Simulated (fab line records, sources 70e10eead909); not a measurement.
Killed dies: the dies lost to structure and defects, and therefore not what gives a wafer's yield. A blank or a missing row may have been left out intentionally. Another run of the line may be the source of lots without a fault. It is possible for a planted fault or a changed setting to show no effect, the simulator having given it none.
A struck lot beside a sound one ; flow nandHarc ; 15 out of 1302 route steps
Sound: wafers L324.1, L324.4, L324.6. Struck: wafer L312.3 (left out: L312.1, L312.4 of the same lot, which were not struck); the cause appears at the end.
Per side, at each step with rows, come the tool, then ch with its chambers, and then its first start. Under that, the readings that differ: sound wafers ; struck wafers ; difference of the means ; sigmas: that difference in standard deviations of wafers without a fault.
alike: words and numbers the same on both sides, and readings whose means are apart by under 2 such deviations; not compared: readings that were withheld, readings missing a value for some wafer, numbers with overlapping values and no deviation given by the record, and bounds like >300 which may hide the same value.
The two part at a step that has a row with sigmas, a row that says differs or no value, or rows on one side only. Numbers that don't overlap but have no deviation are shown without sigmas and don't part them. A reading missing from all wafers of one side parts the sides only when that side holds two or more wafers.

first, 3 steps without rows for these wafers: NHARC_A_CHANNEL_HOLE_D1_STRIP_41 (strips in N2/H2); NHARC_A_CHANNEL_HOLE_D1_STRIP_42 (strips in CF4/CHF3); NHARC_A_CHANNEL_HOLE_D1_STRIP_43 (strips in O2/COS).
NHARC_A_CHANNEL_HOLE_D1_ETCH_44: etches the open film in CF4/O2, target depth 140 nm, overetch 14 nm, time 77 s.
  sound on rieDiel-07 ch 1,2,3, day 17 14:41; struck on rieDiel-10 ch 0, day 12 02:52
  alike: cf4FlowSccm, drypumpMotorCurrentA, oesProductAu, rfVppV, showerheadPlenumPTorr, throttleValvePct
  not compared: rfHoursCounterH
NHARC_A_CHANNEL_HOLE_D1_STRIP_27: strips in O2.
  sound: rieDiel-07 ch 0,2; struck: rieDiel-10 ch 0
reading;sound;struck;difference;sigmas
showerheadPlenumPTorr (Torr);3.28 3.37 3.28;3.75;+0.44;+3
  alike: drypumpMotorCurrentA, oesProductAu, rfVppV, throttleValvePct
  not compared: rfHoursCounterH
then, 2 steps without rows for these wafers: NHARC_A_CHANNEL_HOLE_D1_PRECLEAN_28 (cleans in SC1); NHARC_A_CHANNEL_HOLE_D1_SRD_29.
NHARC_A_CHANNEL_HOLE_D1_CD_MEAS_30:
  struck on cdSem-02, day 12 03:40; sound on cdSem-02, day 17 15:29
  alike: cdNm
NHARC_A_CHANNEL_HOLE_D1_XSEM_31:
  sound on xsem-01 ch 0, day 17 15:34; struck on xsem-02 ch 0, day 12 03:46
  alike: botCdNm, bowNm, tiltDeg
NHARC_A_CHANNEL_HOLE_D1_INSPECT_40:
  struck on defectInspect-01, day 12 03:51; sound on defectInspect-02, day 17 15:40
reading;sound;struck;difference;sigmas
rawDefectCount;39 48 34;114;+74;+3
then, 2 steps without rows for these wafers: NHARC_A_CHANNEL_FILL_D1_PRECLEAN_00 (cleans in SC1); NHARC_A_CHANNEL_FILL_D1_SRD_01.
NHARC_A_CHANNEL_FILL_D1_ALD_02: deposits SiO2, target thk 6 nm, pulse time 10 s, ald cycles 60.
  sound on aldHk-04 ch 1,2, day 17 15:52; struck on aldHk-02 ch 3, day 12 04:03
reading;sound;struck;difference;sigmas
susceptorTempC (C);300.17 299.66 299.63;289.18;-10.64;-53
  alike: heaterPowerW, precursorPulseHeightRel
NHARC_A_CHANNEL_FILL_D1_ALD_03: deposits SiNx, target thk 6 nm, pulse time 60 s, ald cycles 58.
  sound: aldSinBatch-01 ch 0; struck: aldSinBatch-03 ch 0
  alike: precursorPulseHeightRel
  not compared: susceptorTempC
following that, these wafers have no rows for 1 step: NHARC_END_SORT_01.

== WHERE THEY PART ==
Earliest at NHARC_A_CHANNEL_HOLE_D1_STRIP_27; latest, in this record, at NHARC_A_CHANNEL_FILL_D1_ALD_02. Later steps at which nothing parts them and some readings are alike: NHARC_A_CHANNEL_FILL_D1_ALD_03.

WHY: what had been put in by the simulator
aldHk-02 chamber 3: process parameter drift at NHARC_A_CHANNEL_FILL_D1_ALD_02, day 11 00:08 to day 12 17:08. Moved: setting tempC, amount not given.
